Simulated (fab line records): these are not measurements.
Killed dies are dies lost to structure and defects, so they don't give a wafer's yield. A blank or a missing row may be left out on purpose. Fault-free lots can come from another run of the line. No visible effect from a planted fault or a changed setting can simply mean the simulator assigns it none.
Lot-split experiment / flow n5Finfet / 21 wafers read across 7 lots, on a route 1938 steps long

== THE SPLIT ==
At N5_FIN_SAQP_ETCH_65 (etches SiO2 in CF4, target depth 4 nm, time 4.4 s), the setting timeS was moved away from the recipe's 4.4 s on 9 of the 21 wafers read, by -17.6% to +17.7%. All remaining wafers had this setting at the recipe value.

The split's own step is where the reading is taken.

== THE READING ==
etch.depthNm (the simulator's own value, which no gauge read), in nm, at N5_FIN_SAQP_ETCH_65 (etches SiO2 in CF4, target depth 4 nm, time 4.4 s). There is no usual value for it anywhere in the file. Here, 12 wafers ran the recipe; their average is 3.992 nm with a standard deviation of 0.041 nm.

wafer=L081.3; tool, chamber at the split=rieSi-05, 0; timeS as run, s=4.4; against the recipe=recipe; etch.depthNm, nm=3.958; against lot-mates on the recipe=-
wafer=L081.4; tool, chamber at the split=rieSi-05, 1; timeS as run, s=4.4; against the recipe=recipe; etch.depthNm, nm=3.965; against lot-mates on the recipe=-
wafer=L081.6; tool, chamber at the split=rieSi-05, 0; timeS as run, s=4.137; against the recipe=-6.0%; etch.depthNm, nm=3.72; against lot-mates on the recipe=-0.241
wafer=L083.2; tool, chamber at the split=rieSi-03, 3; timeS as run, s=5.18; against the recipe=+17.7%; etch.depthNm, nm=4.693; against lot-mates on the recipe=+0.741
wafer=L083.4; tool, chamber at the split=rieSi-03, 0; timeS as run, s=5.18; against the recipe=+17.7%; etch.depthNm, nm=4.722; against lot-mates on the recipe=+0.770
wafer=L083.6; tool, chamber at the split=rieSi-03, 2; timeS as run, s=4.4; against the recipe=recipe; etch.depthNm, nm=3.952; against lot-mates on the recipe=-
wafer=L087.2; tool, chamber at the split=rieSi-05, 0; timeS as run, s=3.624; against the recipe=-17.6%; etch.depthNm, nm=3.282; against lot-mates on the recipe=-0.697
wafer=L087.5; tool, chamber at the split=rieSi-05, 0; timeS as run, s=4.4; against the recipe=recipe; etch.depthNm, nm=3.977; against lot-mates on the recipe=-
wafer=L087.6; tool, chamber at the split=rieSi-05, 3; timeS as run, s=4.4; against the recipe=recipe; etch.depthNm, nm=3.982; against lot-mates on the recipe=-
wafer=L088.1; tool, chamber at the split=rieSi-05, 2; timeS as run, s=4.4; against the recipe=recipe; etch.depthNm, nm=3.982; against lot-mates on the recipe=-
wafer=L088.3; tool, chamber at the split=rieSi-05, 3; timeS as run, s=4.4; against the recipe=recipe; etch.depthNm, nm=3.953; against lot-mates on the recipe=-
wafer=L088.5; tool, chamber at the split=rieSi-05, 0; timeS as run, s=4.4; against the recipe=recipe; etch.depthNm, nm=4.051; against lot-mates on the recipe=-
wafer=L089.1; tool, chamber at the split=rieSi-03, 2; timeS as run, s=4.4; against the recipe=recipe; etch.depthNm, nm=3.955; against lot-mates on the recipe=-
wafer=L089.2; tool, chamber at the split=rieSi-03, 3; timeS as run, s=4.4; against the recipe=recipe; etch.depthNm, nm=4.035; against lot-mates on the recipe=-
wafer=L089.5; tool, chamber at the split=rieSi-03, 1; timeS as run, s=4.4; against the recipe=recipe; etch.depthNm, nm=4.074; against lot-mates on the recipe=-
wafer=L095.2; tool, chamber at the split=rieSi-03, 3; timeS as run, s=3.959; against the recipe=-10.0%; etch.depthNm, nm=3.596; against lot-mates on the recipe=no lot-mate on the recipe
wafer=L095.3; tool, chamber at the split=rieSi-03, 0; timeS as run, s=3.959; against the recipe=-10.0%; etch.depthNm, nm=3.641; against lot-mates on the recipe=no lot-mate on the recipe
wafer=L095.4; tool, chamber at the split=rieSi-03, 2; timeS as run, s=3.959; against the recipe=-10.0%; etch.depthNm, nm=3.577; against lot-mates on the recipe=no lot-mate on the recipe
wafer=L097.3; tool, chamber at the split=rieSi-03, 1; timeS as run, s=4.4; against the recipe=recipe; etch.depthNm, nm=4.021; against lot-mates on the recipe=-
wafer=L097.5; tool, chamber at the split=rieSi-03, 1; timeS as run, s=4.973; against the recipe=+13.0%; etch.depthNm, nm=4.538; against lot-mates on the recipe=+0.517
wafer=L097.6; tool, chamber at the split=rieSi-03, 0; timeS as run, s=4.973; against the recipe=+13.0%; etch.depthNm, nm=4.507; against lot-mates on the recipe=+0.486

THE FIT
A straight line over all 21 wafers: etch.depthNm changes by +0.0402 nm for each +1% of timeS; r = +1.00; the points scatter about the line by 0.036 nm.
The same after taking each lot's own level away (the mean of its wafers on the recipe; 18 wafers): +0.0407 nm for each +1%; r = +1.00; scatter 0.033 nm.
Per that fit: largest timeS move, reading shift of 0.72 nm.
The lots' own levels span 3.9520 to 4.0213 nm, that is 1.7 times the standard deviation above.
Consequently the slope shifts little with the lot-to-lot level, the two slopes agreeing.
Check: for one of the wafers moved furthest among these (+17.7%), held out of the fit, the line's prediction against its lot-mates is +0.718 nm. It came out at +0.741 nm against them.

== FURTHER SPLITS ON THESE WAFERS ==
Before the reading, these wafers also passed through other splits. Each is held against what the fit with the lots' levels taken away leaves over:
other split on the same wafers=N5_WELL_APT_COAT_19 spinRpm; wafers away from the commonest value=8; r with etch.depthNm (lot level and that fit taken away)=-0.18
other split on the same wafers=N5_PMOS_HMC_CHANNEL_EPI_PEB_07 pebTempC; wafers away from the commonest value=6; r with etch.depthNm (lot level and that fit taken away)=-0.18

== FILE'S OWN FIT ==
etch.depthNm changes by +0.0405 nm for each +1% of timeS, r = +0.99.
